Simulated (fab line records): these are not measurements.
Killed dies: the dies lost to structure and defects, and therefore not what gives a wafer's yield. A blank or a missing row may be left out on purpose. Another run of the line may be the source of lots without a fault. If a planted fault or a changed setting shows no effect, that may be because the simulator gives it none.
Struck lot and sound lot, side by side | flow n5 finfet | 40 steps out of a route of 1938
Sound: these wafers, L495.1, L495.3, L495.5. Wafers L497.3, L497.4, L497.5 were the ones struck. The cause is named last.
At each step with rows: each side's tool, then ch and its chambers, then its first start. Under that, the readings that differ: sound wafers | struck wafers | difference of the means | sigmas: that difference in standard deviations of wafers without a fault.
alike: readings with means less than 2 such deviations apart, plus words and numbers identical on both sides. not compared: withheld readings, readings lacking a value on some wafer, bounds such as >300 that could conceal the same value, and numbers that have no deviation in the record and whose values overlap.
A row with sigmas, a row that says differs or no value, or rows on one side alone: a step with any of these is where the two part. Numbers that don't overlap but have no deviation are shown without sigmas and don't part them. A reading that every wafer of one side lacks parts them only if that side has two wafers or more.

first, 10 steps without rows for these wafers: N5_DUMMY_GATE_STRIP_40 (strips in CF4); N5_DUMMY_GATE_ETCH_31 (etches SiO2 in C4F6/O2, target depth 82.5 nm, time 27.5 s); N5_DUMMY_GATE_STRIP_41 (strips in O2); N5_DUMMY_GATE_HM_OPEN_21 (chemistry CH3F/O2, target SiNx, target depth 120 nm, time 171.4 s); N5_DUMMY_GATE_ETCH_32 (etches SiO2 in CF4, target depth 3.5 nm, time 3.9 s); N5_DUMMY_GATE_ETCH_23 (etches poly-Si in HBr/Cl2/O2, target depth 41 nm, time 22.3 s); N5_DUMMY_GATE_ETCH_44 (etches poly-Si in HBr/O2, stops on SiO2, target depth 127.5 nm); N5_DUMMY_GATE_ETCH_42 (etches SiO2 in CHF3/O2, target depth 3.5 nm, time 31 s); N5_DUMMY_GATE_STRIP_48 (strips in N2/H2, time 20 s); N5_DUMMY_GATE_PRECLEAN_33 (cleans in dHF, time 10 s).
N5_DUMMY_GATE_PRECLEAN_25: cleans in O3/DIW, time 45 s.
  sound on wet bench-06 ch 2,4,7, day 7 14:15; struck on wet bench-02 ch 0,2,5, day 7 23:47
then, 3 steps without rows for these wafers: N5_DUMMY_GATE_PRECLEAN_51 (cleans in SC2, time 45 s); N5_DUMMY_GATE_SRD_26 (time 30 s); N5_DUMMY_GATE_UV_OZONE_45 (time 120 s).
N5_DUMMY_GATE_INSPECT_27: inspects for defects (brightfield).
  sound: defect inspect-01 at day 7 14:21; struck: defect inspect-01 at day 7 23:53
  reading          | sound       | struck         | difference | sigmas
  raw defect count | 385 263 326 | 1737 1696 1550 | +1336      | +19
then, 3 steps without rows for these wafers: N5_SPACER0_ALD_07 (deposits SiNx, target thk 2 nm); N5_SPACER0_ALD_00 (deposits SiOCN, target thk 3.5 nm, pulse time 3 s, purge time 2 s); N5_SPACER0_ALD_08 (deposits SiNx, target thk 2 nm).
N5_SPACER0_INSPECT_04: inspects for defects (darkfield).
  sound: defect inspect-01 at day 7 14:57; struck: defect inspect-01 at day 8 00:29
  reading          | sound       | struck         | difference | sigmas
  raw defect count | 136 132 138 | 1634 1568 1426 | +1407      | +40
then, 8 steps without rows for these wafers: N5_SD_EPI_N_COAT_32 (time 60 s, resist thk 350 nm); N5_SD_EPI_N_COAT_33 (time 60 s, resist thk 35 nm); N5_SD_EPI_N_COAT_03 (resist thk 150 nm); N5_SD_EPI_N_EBR_05; N5_SD_EPI_N_SOFTBAKE_04 (time 60 s); N5_SD_EPI_N_EXPOSE_06 (exposes mask SD N BLK, target cd 120 nm); N5_SD_EPI_N_PEB_07 (peb time 60 s); N5_SD_EPI_N_DEVELOP_08 (develop time 30 s).
N5_SD_EPI_N_INSPECT_11: inspects for defects (macro).
  sound: defect inspect-01 at day 7 15:24; struck: defect inspect-02 at day 8 00:56
  reading          | sound | struck         | difference | sigmas
  raw defect count | 2 3 4 | >300 >300 >300 | differs    |
then, 10 steps without rows for these wafers: N5_SD_EPI_N_DESCUM_14 (chemistry O2, time 7.9 s); N5_SD_EPI_N_ETCH_34 (etches SiARC in CF4, target depth 45.5 nm, time 75.8 s); N5_SD_EPI_N_ETCH_35 (etches SOC in N2/H2, overetch 108 nm, time 486 s); N5_SD_EPI_N_STRIP_36 (strips in N2/H2); N5_SD_EPI_N_ETCHBACK_44 (etches SiNx in CH3F/O2, stops on SiO2, target depth 14.5 nm); N5_SD_EPI_N_ETCH_45 (etches SiOCN in CH3F/O2, target depth 6 nm); N5_SD_EPI_N_ETCH_16 (etches SiO2 in CHF3/O2, target depth 5 nm); N5_SD_EPI_N_STRIP_47 (strips in CHF3/O2); N5_SD_EPI_N_SD_RECESS_17 (chemistry HBr/Cl2/O2, target depth 41 nm, time 23.7 s, bt time 3 s); N5_SD_EPI_N_STRIP_38 (strips in N2/H2).
N5_SD_EPI_N_INSPECT_26: inspects for defects (darkfield).
  sound: defect inspect-02 at day 7 19:52; struck: defect inspect-01 at day 8 04:56
  reading          | sound       | struck         | difference | sigmas
  raw defect count | 190 198 184 | 1717 1675 1482 | +1434      | +33
-- a jump in the record: the struck wafers' starts before and after are 10 days apart (it breaks off in module SD_EPI_N and resumes in module PASSIVATION, where the first step shown is number 1936 of the route) --
N5_PASSIVATION_PROBE_49:
  sound: prober-02 at day 16 18:51; struck: prober-02 at day 18 01:44
  reading             | sound       | struck      | difference | sigmas
  killed_at_M0_to_M3  | 23 33 22    | 77 40 61    | +33        | +3
  killed_at_M4_up     | 27 30 13    | 11 10 10    | -13        | -2
  killed at front end | 46 46 70    | 106 183 195 | +107       | +10
  killed dies         | 101 131 118 | 207 237 278 | +124       | +7
  killed on rim       | 10 16 21    | 42 18 32    | +15        | +4
  alike: killed at contacts, killed at other, killed open, killed short

WHERE THEY PART
At N5_DUMMY_GATE_INSPECT_27 first; at N5_PASSIVATION_PROBE_49 last (within this record only).

WHY: what the simulator had put in
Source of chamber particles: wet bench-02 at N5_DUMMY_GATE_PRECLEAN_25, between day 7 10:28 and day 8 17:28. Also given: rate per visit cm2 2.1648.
